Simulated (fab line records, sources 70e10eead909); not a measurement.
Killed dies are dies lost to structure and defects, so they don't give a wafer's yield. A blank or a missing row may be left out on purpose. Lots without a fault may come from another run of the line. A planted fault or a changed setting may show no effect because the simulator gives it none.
Problem report in the 8D (eight disciplines) form, filled by code | flow nand_harc | the parts of the form that need people (team, actions taken, sign-off) are left out

1. THE PROBLEM
killed_at_array at NHARC_END_SORT_01 reads a mean of 672 on 6 wafers of 2 lots; wafers without a fault read 52 with a standard deviation of 17. That is +36 standard deviations from the usual mean.
First seen on wafer L160.1, day 30 01:56, on prober-02. The record holds 6 wafers of 2 lots with a number at this step. Rule for "out", or "out of limits": more than 4 standard deviations from the usual mean. The other wafers with a number count as sound.

2. WHAT IT IS AND WHAT IT IS NOT
question                    | is                           | is not
which readings at this step | killed_at_array, killed_dies | killed_at_other, killed_at_periphery, killed_short
which lots                  | L160, L163                   | -
which wafers of those lots  | all that have a number       | -
read on which gauges        | prober-02                    | -
when                        | from day 30 01:56            | up to then (0 sound wafers)

3. SUSPECTS, AND WHAT RULES EACH OUT
Counting: a tool at a process step up to the reading stays a suspect if it ran every lot that is out and no sound lot after the first of them.
- the gauge at NHARC_END_SORT_01: kept. All the wafers that are out were read on prober-02, and no step on other tools shows them out.
- acl_dep-03 at NHARC_A_SLIT_DEP_00 (deposits aC, target thk 6200 nm): kept. It ran every lot that is out, first L160 (day 25 04:31), and no sound lot after that.
Left after counting: acl_dep-03 at NHARC_A_SLIT_DEP_00, prober-02 at NHARC_END_SORT_01.

4. THE CAUSE (what the simulator had put in)
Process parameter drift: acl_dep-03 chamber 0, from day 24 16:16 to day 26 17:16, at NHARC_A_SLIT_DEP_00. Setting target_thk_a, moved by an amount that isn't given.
Counting left 2 suspects, and this tool is among them.

5. THE CHAIN OF EFFECTS, in route order
Each row: a reading whose mean over the struck wafers that have a number lies more than 3 standard deviations from the usual. Only readings for which the record gives a usual standard deviation are gone through. hours: the time from each lot's start at the first step in this table that gives one to its start at this step, as a median over the lots. sigmas: the change in usual standard deviations.
hours | step              | reading         | usual | on struck wafers | change | sigmas
0     | NHARC_END_SORT_01 | killed_at_array | 52    | 672              | +620   | +36
0     | NHARC_END_SORT_01 | killed_dies     | 58    | 677              | +619   | +36

6. WHAT WOULD HAVE CAUGHT IT SOONER
In this record the first reading out of limits at a measuring or inspecting step was taken at day 30 01:56, 130 hours after the fault began at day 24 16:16.
Of the tool readings at NHARC_A_SLIT_DEP_00 for which the record gives a usual standard deviation, none was out on any struck wafer, so an alarm limit of 4 standard deviations on them would not have fired.
All the lots that are out (2) had begun NHARC_A_SLIT_DEP_00 on acl_dep-03 by day 30 01:56. A hold on the tool at that time would have spared none of them.
